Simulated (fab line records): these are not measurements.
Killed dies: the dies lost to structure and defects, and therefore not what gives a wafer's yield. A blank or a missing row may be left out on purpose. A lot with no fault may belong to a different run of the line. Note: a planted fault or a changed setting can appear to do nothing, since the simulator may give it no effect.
fab line records	flow n5-finfet
record lots=11	wafers=33	last-day=16
route steps=1938 shown PMOS_HMC_CHANNEL_EPI@74 PAD_METAL@1896 PASSIVATION@1906
lots untouched by any fault: they come from a run of this same line in which no faults occurred
start-h: hours from the record's first day to the start of the lot's first wafer shown	wait-h: hours elapsed since this lot's preceding step	" the same as in the row above	L1.1+2: a row that stands for several wafers	- either no value or no given start	* or withheld: withheld	< > ~ a bound
route shown NAME@n: a module of which the file shows steps, and the number in the route of the first	usual: the fault-free wafers' mean and standard deviation	same: alike in all rows	chamber/n: place in a boat	sites: readings site by site	_std_site: standard deviation across them	_edge_site: the outer-site mean with the inner-site mean subtracted	radius-mm: how far each site lies from the wafer's centre	mask NAME#n: copy n	behind: the most recent tool/chamber to have shaped the wafer	hold: the reason the lot was held/the length of the hold in hours/how it ended	device: the transistor (n, p or np) that didn't switch	end of line: tests of these same wafers at the route's end	for a step that has no rows: nothing shown but its recipe	killed: dies that structure and defects cost at the first sort, which is not the same as the wafer's yield	map: per-die view of a wafer (x killed, . not killed, _ where there is no die)
set.NAME: the setting as run; set.NAME@STEP: as run at that earlier step	model.NAME: the simulator's own value behind a step, which no gauge read
the route's steps for a sample of lots (tables are steps, rows are wafers)
services: the hour from which a tool's chamber was out of use, counted from the record's first day as start-h (under 0 if before that day), plus the number of hours and why
## steps
# step N5_PMOS_HMC_CHANNEL_EPI_FIN_RECESS_16
# recipe chemistry=HBr/Cl2	target=Si	mask-material=SiO2	target-depth-a=540	time-s=18	pressure-mtorr=10	icp-w=800	bias-w=75	HBr_flow_sccm=150	Cl2_flow_sccm=80
# usual chamber-pressure-mTorr=10.001/0.009	drypump-motor-current-A=5.7/0.43	oes-product-au=1.003/0.017	rf-fwd-power-W=794.9/2.7	throttle-valve-pct=35.44/0.29
lot.wafer	tool	chamber	start-h	wait-h	chamber-pressure-mTorr	drypump-motor-current-A	oes-product-au	rf-fwd-power-W	rf-hours-counter-h	throttle-valve-pct
L825.1	rie-si-06	1	18.48	0.0	9.988	5.7	1.030	792.1	139	35.59
L825.4	"	2	"	"	10.008	5.7	1.020	793.1	58	35.88
L825.6	"	3	"	"	9.994	6.3	1.005	789.8	-	35.44
L826.1	rie-si-06	2	23.86	0.0	10.002	5.7	0.997	797.1	58	35.92
L826.2	"	0	"	"	9.999	5.5	1.012	795.6	7	35.38
L826.4	"	1	"	"	10.004	5.6	1.026	791.9	139	35.62
L828.2	rie-si-06	0	35.54	0.0	10.021	5.5	1.010	791.0	7	35.38
L828.3	"	2	"	"	9.999	5.7	0.996	794.8	59	35.90
L828.4	"	3	"	"	9.987	6.3	1.008	794.2	202	35.46
L829.1	rie-si-06	1	41.87	0.0	9.996	5.7	1.017	794.4	140	35.60
L829.3	"	2	"	"	9.977	5.7	1.014	790.4	59	35.90
L829.5	"	0	"	"	10.002	5.5	1.008	791.8	-	35.38
L830.1	rie-si-02	3	47.98	0.0	9.999	6.0	0.977	798.7	47	35.59
L830.2	"	2	"	"	9.999	5.0	1.008	796.9	101	35.55
L830.4	"	1	"	"	10.013	5.9	0.990	797.2	38	35.75
L831.2	rie-si-03	2	53.65	0.0	9.990	5.7	1.006	796.5	37	35.28
L831.4	"	0	"	"	10.011	6.3	0.972	799.1	177	35.28
L831.5	"	3	"	"	9.999	6.1	1.004	790.7	-	34.88
L832.1	rie-si-03	1	60.83	0.0	9.996	5.0	1.026	794.0	32	35.78
L832.5	"	3	"	"	10.011	6.1	0.999	789.9	-	34.88
L832.6	"	2	"	"	10.010	5.7	1.009	792.6	-	35.27
L833.1	rie-si-03	3	65.83	0.0	10.007	6.1	0.997	789.2	2	34.88
L833.4	"	0	"	"	10.008	6.3	0.969	798.0	178	35.32
L833.6	"	2	"	"	10.003	5.7	1.001	796.2	-	35.31
L835.1	rie-si-03	1	77.67	0.0	10.013	4.9	1.031	796.3	32	35.79
L835.2	"	3	"	"	9.997	6.1	1.007	790.1	2	34.88
L835.3	"	0	"	"	9.987	6.3	0.972	793.3	178	35.29
L840.1	rie-si-03	2	107.64	0.0	10.007	5.7	1.015	792.0	38	35.29
L840.3	"	0	"	"	10.016	6.3	0.976	793.8	178	35.29
L840.4	"	1	"	"	10.005	5.0	1.026	795.7	-	35.80
L844.1	rie-si-03	0	132.48	0.0	10.004	6.3	0.982	794.0	179	35.28
L844.3	"	3	"	"	10.001	6.1	1.008	796.1	3	34.87
L844.4	"	2	"	"	9.995	5.7	1.015	798.5	39	35.29
# step N5_PASSIVATION_AL_DEP_21
# recipe material=Al	target-thk-a=28000	temp-c=400	time-s=170	power-w=30000	chamber-pressure-pa=0.4	gas=Ar
# usual chamber-pressure-pa=0.4001/0.00074	throttle-valve-pct=30.0/0.67
lot.wafer	tool	chamber	start-h	wait-h	chamber-pressure-pa	throttle-valve-pct
L825.1	pvd-sputter-03	-	252.81	0.1	0.3999	29.5
L825.4	"	-	"	"	0.4000	29.1
L825.6	"	-	"	"	0.3988	29.3
L826.1	pvd-sputter-03	-	261.30	0.1	0.3999	30.9
L826.2	"	-	"	"	0.4003	29.2
L826.4	"	-	"	"	0.4000	30.4
L829.1	pvd-sputter-03	-	276.20	0.1	0.4006	31.0
L829.3	"	-	"	"	0.3997	29.1
L829.5	"	-	"	"	0.4001	30.4
L830.1	pvd-sputter-01	-	281.20	0.1	0.3992	30.3
L830.2	"	-	"	"	0.4004	30.1
L830.4	"	-	"	"	0.4001	30.6
L828.2	pvd-sputter-03	-	282.13	0.1	0.4006	30.6
L828.3	"	-	"	"	0.4007	29.7
L828.4	"	-	"	"	0.3992	29.3
L831.2	pvd-sputter-01	-	287.16	0.1	0.4010	29.6
L831.4	"	-	"	"	0.4001	29.9
L831.5	"	-	"	"	0.3996	29.8
L832.1	pvd-sputter-01	-	295.63	0.1	0.3994	30.0
L832.5	"	-	"	"	0.3995	29.6
L832.6	"	-	"	"	0.4007	30.1
L833.1	pvd-sputter-01	-	302.03	0.1	0.3997	29.8
L833.4	"	-	"	"	0.4017	30.7
L833.6	"	-	"	"	0.4012	29.9
L835.1	pvd-sputter-03	-	310.31	0.1	0.4007	29.3
L835.2	"	-	"	"	0.3982	30.2
L835.3	"	-	"	"	0.3998	29.5
L840.1	pvd-sputter-03	-	347.47	0.1	0.3994	31.1
L840.3	"	-	"	"	0.4009	29.5
L840.4	"	-	"	"	0.4008	30.6
L844.1	pvd-sputter-01	-	375.47	0.1	0.3999	29.9
L844.3	"	-	"	"	0.4010	30.1
L844.4	"	-	"	"	0.4003	30.8
# step N5_PASSIVATION_OVL_MEAS_63
# recipe points-per-wafer=44
# usual PAD_OVL=2/5.7
lot.wafer	tool	chamber	start-h	wait-h	PAD_OVL[nm]
L825.1	overlay-02	0	253.31	0.0	2
L825.4	"	0	"	"	1
L825.6	"	0	"	"	7
L826.1	overlay-01	0	261.92	0.0	0
L826.2	"	0	"	"	-1
L826.4	"	0	"	"	2
L829.1	overlay-02	0	276.70	0.0	5
L829.3	"	0	"	"	-4
L829.5	"	0	"	"	-2
L830.1	overlay-02	0	281.70	0.0	3
L830.2	"	0	"	"	-2
L830.4	"	0	"	"	2
L828.2	overlay-01	0	282.63	0.0	5
L828.3	"	0	"	"	-1
L828.4	"	0	"	"	12
L831.2	overlay-01	0	287.66	0.0	0
L831.4	"	0	"	"	-3
L831.5	"	0	"	"	4
L832.1	overlay-02	0	296.26	0.0	6
L832.5	"	0	"	"	7
L832.6	"	0	"	"	5
L833.1	overlay-01	0	302.53	0.0	-1
L833.4	"	0	"	"	1
L833.6	"	0	"	"	6
L835.1	overlay-01	0	310.94	0.0	-6
L835.2	"	0	"	"	12
L835.3	"	0	"	"	2
L840.1	overlay-01	0	348.09	0.0	2
L840.3	"	0	"	"	9
L840.4	"	0	"	"	4
L844.1	overlay-02	0	375.97	0.0	-6
L844.3	"	0	"	"	0
L844.4	"	0	"	"	2
# step N5_PASSIVATION_CD_MEAS_44
# recipe target-cd-nm=40000	landing-energy-ev=500	detector=se-inlens
# usual cd-nm=39998/3.9
lot.wafer	tool	chamber	start-h	wait-h	cd-nm
L825.1	cd-sem-01	0	255.21	-	39996
L825.4	"	0	"	"	39995
L825.6	"	0	"	"	40001
L826.1	cd-sem-01	0	263.77	-	39996
L826.2	"	0	"	"	40003
L826.4	"	0	"	"	40000
L829.1	cd-sem-01	0	279.12	-	40002
L829.3	"	0	"	"	39999
L829.5	"	0	"	"	40001
L830.1	cd-sem-01	0	283.54	-	40003
L830.2	"	0	"	"	40006
L830.4	"	0	"	"	40001
L828.2	cd-sem-02	0	284.95	-	39990
L828.3	"	0	"	"	39999
L828.4	"	0	"	"	39998
L831.2	cd-sem-02	0	289.60	-	40001
L831.4	"	0	"	"	40000
L831.5	"	0	"	"	40003
L832.1	cd-sem-01	0	298.81	-	39996
L832.5	"	0	"	"	39991
L832.6	"	0	"	"	39996
L833.1	cd-sem-03	0	304.73	-	39996
L833.4	"	0	"	"	39992
L833.6	"	0	"	"	40000
L835.1	cd-sem-01	0	312.67	-	40000
L835.2	"	0	"	"	39994
L835.3	"	0	"	"	40002
L840.1	cd-sem-03	0	349.80	-	39999
L840.3	"	0	"	"	39998
L840.4	"	0	"	"	39993
L844.1	cd-sem-01	0	377.67	-	39997
L844.3	"	0	"	"	39995
L844.4	"	0	"	"	40005
# step N5_PASSIVATION_PROBE_49
# usual defect-limited-yield=91.0/1.5	killed_at_M0_to_M3=34/11	killed_at_M4_up=14/5.3	killed-at-contacts=13/7	killed-at-front-end=41/13	killed-at-other=4/3.1	killed-dies=106/17	killed-open=70/12	killed-short=35/8	sort_bin_5_function=5.2/0.98	sort_bin_6_memory=3.4/0.69	sort-n-pass=1074/17	sort-yield-pct=91.0/1.5
# same gross-dies=1180	killed-at-back-side=0	sort_bin_4_leakage[%]=0	sort_bin_8_speed[%]=0
lot.wafer	tool	chamber	start-h	wait-h	defect-limited-yield[%]	killed_at_M0_to_M3	killed_at_M4_up	killed-at-contacts	killed-at-front-end	killed-at-other	killed-dies	killed-open	killed-short	sort_bin_5_function[%]	sort_bin_6_memory[%]	sort-n-pass	sort-yield-pct[%]
L825.1	prober-02	-	258.38	0.0	91.8	16	12	9	55	5	97	54	43	4.2	3.6	1083	91.8
L825.4	prober-02	-	258.53	0.2	91.8	30	11	8	44	4	97	68	27	4.7	3.4	1083	91.8
L825.6	prober-02	-	258.63	0.3	93.1	22	11	3	39	7	82	63	19	4.4	2.5	1098	93.1
L826.1	prober-02	-	267.14	0.0	91.6	23	15	28	30	3	99	72	26	4.9	3.2	1081	91.6
L826.2	prober-02	-	267.19	0.1	94.4	14	17	6	26	3	66	50	15	3.3	2.3	1114	94.4
L826.4	prober-02	-	267.29	0.2	92.7	37	7	21	19	2	86	62	23	4.4	2.5	1094	92.7
L829.1	prober-01	-	282.26	0.0	91.4	19	10	15	46	11	101	64	34	5.3	3.1	1079	91.4
L829.3	prober-01	-	282.36	0.1	88.6	52	13	11	54	5	135	88	44	6.4	4.1	1045	88.6
L829.5	prober-01	-	282.46	0.2	89.7	18	10	25	68	1	122	81	39	5.9	3.7	1058	89.7
L830.1	prober-01	-	286.73	0.0	89.3	75	14	10	21	6	126	87	39	5.8	4.2	1054	89.3
L830.2	prober-01	-	286.78	0.1	91.5	41	16	17	24	2	100	73	27	4.8	3.6	1080	91.5
L830.4	prober-01	-	286.88	0.2	90.7	41	20	8	37	4	110	72	38	5.6	3.5	1070	90.7
L828.2	prober-01	-	288.75	0.1	92.3	17	20	9	39	6	91	59	30	4.6	2.8	1089	92.3
L828.3	prober-01	-	288.80	0.1	92.4	32	25	7	23	3	90	54	34	4.3	3.1	1090	92.4
L828.4	prober-01	-	288.85	0.2	93.1	22	9	11	40	0	82	52	30	3.4	3.3	1098	93.1
L831.2	prober-01	-	292.78	0.1	89.4	31	32	12	38	12	125	74	49	5.5	4.4	1055	89.4
L831.4	prober-01	-	292.88	0.2	91.8	37	16	10	32	2	97	63	34	4.4	3.4	1083	91.8
L831.5	prober-01	-	292.93	0.2	90.5	42	28	9	29	4	112	72	39	5.1	4.1	1068	90.5
L832.1	prober-02	-	301.94	0.0	90.2	48	7	8	49	4	116	76	40	5.9	3.6	1064	90.2
L832.5	prober-02	-	302.14	0.2	91.8	23	23	27	22	2	97	72	24	5.8	2.2	1083	91.8
L832.6	prober-02	-	302.19	0.3	90.0	37	16	16	46	3	118	80	38	5.6	3.9	1062	90.0
L833.1	prober-02	-	307.90	0.0	92.6	30	14	12	30	1	87	58	24	3.7	3.1	1093	92.6
L833.4	prober-02	-	308.05	0.2	91.6	31	14	24	30	0	99	72	27	4.3	4.0	1081	91.6
L833.6	prober-02	-	308.15	0.3	89.2	35	18	15	58	1	127	85	42	6.2	4.2	1053	89.2
L835.1	prober-01	-	317.91	0.0	89.8	47	14	6	52	1	120	67	48	5.9	3.6	1060	89.8
L835.2	prober-01	-	317.96	0.1	89.9	41	12	8	53	5	119	66	48	5.7	3.9	1061	89.9
L835.3	prober-01	-	318.01	0.1	89.8	26	11	21	61	1	120	82	38	5.8	3.8	1060	89.8
L840.1	prober-01	-	353.06	0.0	86.6	26	16	31	84	1	158	73	23	7.6	4.2	1022	86.6
L840.3	prober-01	-	353.16	0.1	82.8	24	29	8	137	5	203	56	31	10.3	4.9	977	82.8
L840.4	prober-01	-	353.21	0.2	80.1	32	23	8	172	0	235	79	39	12.9	5.3	945	80.1
L844.1	prober-02	-	380.97	0.0	81.3	38	12	26	136	9	221	77	34	12.3	4.2	959	81.3
L844.3	prober-02	-	381.07	0.1	84.4	27	13	15	128	1	184	55	24	10.4	3.3	996	84.4
L844.4	prober-02	-	381.12	0.2	83.9	31	9	29	119	2	190	77	41	10.3	3.9	990	83.9
# killed by level:class
L825.1 FIN_SAQP:geometric-particle:open=17 FIN_SAQP:geometric-particle:short=17 MOL_CONTACT_COAG:geometric-particle:open=8 BEOL_M0_SAQP:geometric-particle:short=7 DUMMY_GATE:geometric-particle:open=6 BEOL_M0_SAQP:geometric-particle:open=5 BEOL_M4:geometric-particle:short=4 GATE_CUT:geometric-particle:open=3
L825.4 BEOL_M2:geometric-particle:open=14 FIN_SAQP:geometric-particle:open=12 STI_FIN_REVEAL:geometric-particle:open=7 MOL_CONTACT_COAG:geometric-particle:open=7 BEOL_M4:geometric-particle:open=5 FIN_SAQP:geometric-particle:short=4 DUMMY_GATE:geometric-particle:short=4 BEOL_M0_SAQP:geometric-particle:open=4
L825.6 FIN_SAQP:geometric-particle:open=11 FIN_SAQP:geometric-particle:short=7 DUMMY_GATE:geometric-particle:open=6 BEOL_M4:geometric-particle:open=6 BEOL_M0_SAQP:geometric-particle:open=5 BEOL_M3:geometric-particle:open=5 STI_FIN_REVEAL:geometric-particle:open=4 BEOL_M2:geometric-particle:open=4
L826.1 MOL_CONTACT_COAG:geometric-particle:open=23 FIN_SAQP:geometric-particle:open=8 BEOL_M4:geometric-particle:open=8 BEOL_M1:geometric-particle:open=6 MOL_CONTACT_COAG:geometric-particle:short=5 GATE_CUT:geometric-particle:short=4 BEOL_M0_SAQP:geometric-particle:short=4 BEOL_M2:geometric-particle:open=4
L826.2 BEOL_M4:geometric-particle:open=10 STI_FIN_REVEAL:geometric-particle:open=9 FIN_SAQP:geometric-particle:open=6 BEOL_M0_SAQP:geometric-particle:open=6 FIN_SAQP:geometric-particle:short=4 MOL_CONTACT_COAG:geometric-particle:open=4 BEOL_M0_SAQP:geometric-particle:short=3 DUMMY_GATE:geometric-particle:open=2
L826.4 MOL_CONTACT_COAG:geometric-particle:open=19 BEOL_M0_SAQP:geometric-particle:open=15 BEOL_M2:geometric-particle:open=8 FIN_SAQP:geometric-particle:short=6 BEOL_M0_SAQP:geometric-particle:short=6 FIN_SAQP:geometric-particle:open=5 BEOL_M3:geometric-particle:open=3 BEOL_M4:geometric-particle:open=3
L829.1 STI_FIN_REVEAL:geometric-particle:open=13 MOL_CONTACT_COAG:geometric-particle:open=11 FIN_SAQP:geometric-particle:open=9 DUMMY_GATE:geometric-particle:open=7 BEOL_M3:geometric-particle:open=6 MIM_TOP_ETCH:geometric-particle:short=6 FIN_SAQP:geometric-particle:short=5 BEOL_M2:geometric-particle:open=4
L829.3 FIN_SAQP:geometric-particle:open=19 BEOL_M0_SAQP:geometric-particle:open=14 BEOL_M0_SAQP:geometric-particle:short=12 FIN_SAQP:geometric-particle:short=10 BEOL_M2:geometric-particle:open=8 STI_FIN_REVEAL:geometric-particle:open=7 BEOL_M1:geometric-particle:open=6 BEOL_M4:geometric-particle:open=6
L829.5 MOL_CONTACT_COAG:geometric-particle:open=16 FIN_SAQP:geometric-particle:open=15 STI_FIN_REVEAL:geometric-particle:open=11 FIN_SAQP:geometric-particle:short=10 GATE_CUT:geometric-particle:open=10 MOL_CONTACT_COAG:geometric-particle:short=9 GATE_CUT:geometric-particle:short=8 BEOL_M0_SAQP:geometric-particle:open=5
L830.1 BEOL_M2:geometric-particle:open=22 BEOL_M0_SAQP:geometric-particle:open=17 BEOL_M0_SAQP:geometric-particle:short=17 MOL_CONTACT_COAG:geometric-particle:open=10 BEOL_M4:geometric-particle:open=9 BEOL_M0:geometric-particle:open=7 BEOL_M1:geometric-particle:open=4 BEOL_M3:geometric-particle:open=4
L830.2 MOL_CONTACT_COAG:geometric-particle:open=14 BEOL_M3:geometric-particle:open=12 FIN_SAQP:geometric-particle:short=7 FIN_SAQP:geometric-particle:open=7 BEOL_M0_SAQP:geometric-particle:open=7 BEOL_M0_SAQP:geometric-particle:short=6 BEOL_M2:geometric-particle:open=6 BEOL_M4:geometric-particle:open=6
L830.4 BEOL_M4:geometric-particle:open=15 STI_FIN_REVEAL:geometric-particle:open=10 BEOL_M2:geometric-particle:open=9 BEOL_M0_SAQP:geometric-particle:short=9 BEOL_M0_SAQP:geometric-particle:open=9 MOL_CONTACT_COAG:geometric-particle:open=6 FIN_SAQP:geometric-particle:short=5 BEOL_M1:geometric-particle:open=5
L828.2 FIN_SAQP:geometric-particle:open=10 MOL_CONTACT_COAG:geometric-particle:open=7 GATE_CUT:geometric-particle:short=6 BEOL_M0_SAQP:geometric-particle:open=5 DUMMY_GATE:geometric-particle:open=4 GATE_CUT:geometric-particle:open=4 BEOL_M0_SAQP:geometric-particle:short=4 BEOL_M5:geometric-particle:open=4
L828.3 BEOL_M4:geometric-particle:open=16 BEOL_M0_SAQP:geometric-particle:open=7 FIN_SAQP:geometric-particle:open=6 BEOL_M0_SAQP:geometric-particle:short=6 BEOL_M4:geometric-particle:short=5 MOL_CONTACT_COAG:geometric-particle:open=4 BEOL_M0:geometric-particle:open=4 FIN_SAQP:geometric-particle:short=3
L828.4 MOL_CONTACT_COAG:geometric-particle:open=8 BEOL_M0_SAQP:geometric-particle:short=8 FIN_SAQP:geometric-particle:open=7 GATE_CUT:geometric-particle:short=6 BEOL_M4:geometric-particle:open=6 FIN_SAQP:geometric-particle:short=5 DUMMY_GATE:geometric-particle:open=5 STI_FIN_REVEAL:geometric-particle:open=4
L831.2 BEOL_M0_SAQP:geometric-particle:short=14 BEOL_M4:geometric-particle:open=11 BEOL_M3:geometric-particle:open=9 MOL_CONTACT_COAG:geometric-particle:open=8 DUMMY_GATE:geometric-particle:open=6 BEOL_M4:geometric-particle:short=6 FIN_SAQP:geometric-particle:short=5 BEOL_M5:geometric-particle:open=5
L831.4 BEOL_M0_SAQP:geometric-particle:open=9 MOL_CONTACT_COAG:geometric-particle:open=8 BEOL_M4:geometric-particle:open=8 FIN_SAQP:geometric-particle:short=6 STI_FIN_REVEAL:geometric-particle:open=6 BEOL_M3:geometric-particle:open=6 FIN_SAQP:geometric-particle:open=5 GATE_CUT:geometric-particle:short=5
L831.5 BEOL_M4:geometric-particle:open=20 BEOL_M3:geometric-particle:open=19 BEOL_M3:geometric-particle:short=12 FIN_SAQP:geometric-particle:short=9 MOL_CONTACT_COAG:geometric-particle:open=6 BEOL_M1:geometric-particle:open=4 GATE_CUT:geometric-particle:open=3 GATE_CUT:geometric-particle:short=3
L832.1 STI_FIN_REVEAL:geometric-particle:open=13 FIN_SAQP:geometric-particle:open=12 BEOL_M2:geometric-particle:open=12 BEOL_M0_SAQP:geometric-particle:short=11 GATE_CUT:geometric-particle:short=8 BEOL_M0_SAQP:geometric-particle:open=6 BEOL_M1:geometric-particle:open=6 BEOL_M4:geometric-particle:open=6
L832.5 MOL_CONTACT_COAG:geometric-particle:open=22 BEOL_M4:geometric-particle:open=13 STI_FIN_REVEAL:geometric-particle:open=9 BEOL_M2:geometric-particle:open=7 BEOL_M3:geometric-particle:open=6 FIN_SAQP:geometric-particle:short=5 MOL_CONTACT_COAG:geometric-particle:short=5 BEOL_M4:geometric-particle:short=4
L832.6 STI_FIN_REVEAL:geometric-particle:open=20 BEOL_M2:geometric-particle:open=14 MOL_CONTACT_COAG:geometric-particle:open=11 BEOL_M4:geometric-particle:open=9 BEOL_M0_SAQP:geometric-particle:open=7 GATE_CUT:geometric-particle:short=5 MOL_CONTACT_COAG:geometric-particle:short=5 FIN_SAQP:geometric-particle:short=4
L833.1 MOL_CONTACT_COAG:geometric-particle:open=10 BEOL_M0_SAQP:geometric-particle:open=8 BEOL_M0_SAQP:geometric-particle:short=6 BEOL_M3:geometric-particle:open=6 FIN_SAQP:geometric-particle:open=5 STI_FIN_REVEAL:geometric-particle:open=5 BEOL_M2:geometric-particle:open=5 BEOL_M4:geometric-particle:open=4
L833.4 MOL_CONTACT_COAG:geometric-particle:open=18 BEOL_M0_SAQP:geometric-particle:open=9 FIN_SAQP:geometric-particle:open=7 MOL_CONTACT_COAG:geometric-particle:short=6 BEOL_M0_SAQP:geometric-particle:short=6 BEOL_M1:geometric-particle:open=6 BEOL_M4:geometric-particle:open=6 BEOL_M2:geometric-particle:open=5
L833.6 STI_FIN_REVEAL:geometric-particle:open=26 MOL_CONTACT_COAG:geometric-particle:open=14 BEOL_M1:geometric-particle:open=10 BEOL_M0_SAQP:geometric-particle:short=10 STI_FIN_REVEAL:geometric-particle:short=5 BEOL_M0_SAQP:geometric-particle:open=5 FIN_SAQP:geometric-particle:short=4 GATE_CUT:geometric-particle:short=4
L835.1 BEOL_M0_SAQP:geometric-particle:short=14 BEOL_M0_SAQP:geometric-particle:open=14 STI_FIN_REVEAL:geometric-particle:open=8 BEOL_M3:geometric-particle:open=8 DUMMY_GATE:geometric-particle:open=7 BEOL_M1:geometric-particle:open=6 FIN_SAQP:geometric-particle:short=5 FIN_SAQP:geometric-particle:open=5
L835.2 BEOL_M0_SAQP:geometric-particle:short=15 BEOL_M0_SAQP:geometric-particle:open=15 STI_FIN_REVEAL:geometric-particle:open=13 FIN_SAQP:geometric-particle:open=9 FIN_SAQP:geometric-particle:short=6 STI_FIN_REVEAL:geometric-particle:short=5 BEOL_M1:geometric-particle:open=5 DUMMY_GATE:geometric-particle:open=4
L835.3 FIN_SAQP:geometric-particle:open=17 STI_FIN_REVEAL:geometric-particle:open=17 MOL_CONTACT_COAG:geometric-particle:open=16 FIN_SAQP:geometric-particle:short=7 BEOL_M0_SAQP:geometric-particle:open=7 STI_FIN_REVEAL:geometric-particle:short=5 MOL_CONTACT_COAG:geometric-particle:short=5 BEOL_M0_SAQP:geometric-particle:short=5
L840.1 PMOS_HMC_CHANNEL_EPI:unspecified=59 MOL_CONTACT_COAG:geometric-particle:open=26 BEOL_M4:geometric-particle:open=11 BEOL_M1:geometric-particle:open=6 BEOL_M2:geometric-particle:open=6 BEOL_M3:geometric-particle:open=6 ILD0:geometric-particle:short=5 MOL_CONTACT_COAG:geometric-particle:short=5
L840.3 PMOS_HMC_CHANNEL_EPI:unspecified=108 BEOL_M4:geometric-particle:open=16 FIN_SAQP:geometric-particle:open=10 MOL_CONTACT_COAG:geometric-particle:open=6 BEOL_M4:geometric-particle:short=5 HKMG_FIN:area-etch=5 BEOL_M0_SAQP:geometric-particle:short=4 BEOL_M0_SAQP:geometric-particle:open=4
L840.4 PMOS_HMC_CHANNEL_EPI:unspecified=115 FIN_SAQP:geometric-particle:open=19 BEOL_M4:geometric-particle:open=11 STI_FIN_REVEAL:geometric-particle:open=9 MOL_CONTACT_COAG:geometric-particle:open=7 FIN_SAQP:geometric-particle:short=6 DUMMY_GATE:geometric-particle:open=6 ILD0:geometric-particle:short=6
L844.1 PMOS_HMC_CHANNEL_EPI:unspecified=109 MOL_CONTACT_COAG:geometric-particle:open=23 BEOL_M0_SAQP:geometric-particle:open=13 FIN_SAQP:geometric-particle:short=10 BEOL_M0_SAQP:geometric-particle:short=8 BEOL_M1:geometric-particle:open=8 BEOL_M4:geometric-particle:open=6 FIN_SAQP:geometric-particle:open=4
L844.3 PMOS_HMC_CHANNEL_EPI:unspecified=105 BEOL_M1:geometric-particle:open=12 MOL_CONTACT_COAG:geometric-particle:open=10 FIN_SAQP:geometric-particle:open=8 BEOL_M4:geometric-particle:open=8 STI_FIN_REVEAL:geometric-particle:open=7 BEOL_M0_SAQP:geometric-particle:short=6 MOL_CONTACT_COAG:geometric-particle:short=5
L844.4 PMOS_HMC_CHANNEL_EPI:unspecified=68 MOL_CONTACT_COAG:geometric-particle:open=24 FIN_SAQP:geometric-particle:short=12 STI_FIN_REVEAL:geometric-particle:open=10 BEOL_M1:geometric-particle:open=8 FIN_SAQP:geometric-particle:open=6 BEOL_M0_SAQP:geometric-particle:short=6 GATE_CUT:geometric-particle:open=5
## services
tool	chamber	start-h	hours	kind
rie-si-06	2	-2.32	10.6	repair
rie-si-03	1	4.43	7.0	repair
pvd-sputter-01	-	41.25	1.1	repair
rie-si-06	3	49.82	-	clean
rie-si-06	3	49.82	17.7	scheduled-down
rie-si-06	3	49.82	17.7	vent-cycle
rie-si-02	2	84.14	7.9	repair
rie-si-02	-	84.27	2.8	pm
rie-si-06	2	87.00	6.3	repair
rie-si-03	3	101.59	13.9	repair
rie-si-06	-	163.30	0.8	repair
rie-si-02	2	217.46	1.7	repair
rie-si-02	3	221.68	11.3	repair
rie-si-02	2	234.76	1.0	repair
rie-si-03	0	238.15	3.5	repair
rie-si-03	3	272.15	20.9	repair
rie-si-03	0	293.01	-	clean
rie-si-03	0	293.01	29.4	scheduled-down
rie-si-03	0	293.01	29.4	vent-cycle
pvd-sputter-01	-	365.77	7.8	repair
## key
first-sign step=N5_PASSIVATION_PROBE_49	reading=killed-at-front-end	direction=up	sigmas=6.6	usual=41	struck=129
effect step=N5_PASSIVATION_PROBE_49	reading=defect-limited-yield	direction=down	sigmas=5.3	usual=91.0	struck=83.2
more-kills-born-at N5_PMOS_HMC_CHANNEL_EPI_FIN_RECESS_16@rie-si-03=564
met-at N5_PMOS_HMC_CHANNEL_EPI_FIN_RECESS_16
struck-lots L840,L844
not-acting-at N5_PASSIVATION_AL_DEP_21,N5_PASSIVATION_OVL_MEAS_63,N5_PASSIVATION_CD_MEAS_44
onset-between 77.67 107.64
also-fits time
fault kind=chamber-particle-source	tool=rie-si-03	chamber=-	onset-h=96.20	steps=N5_PMOS_HMC_CHANNEL_EPI_FIN_RECESS_16	rate-per-visit-cm2=0.67951	end-h=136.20
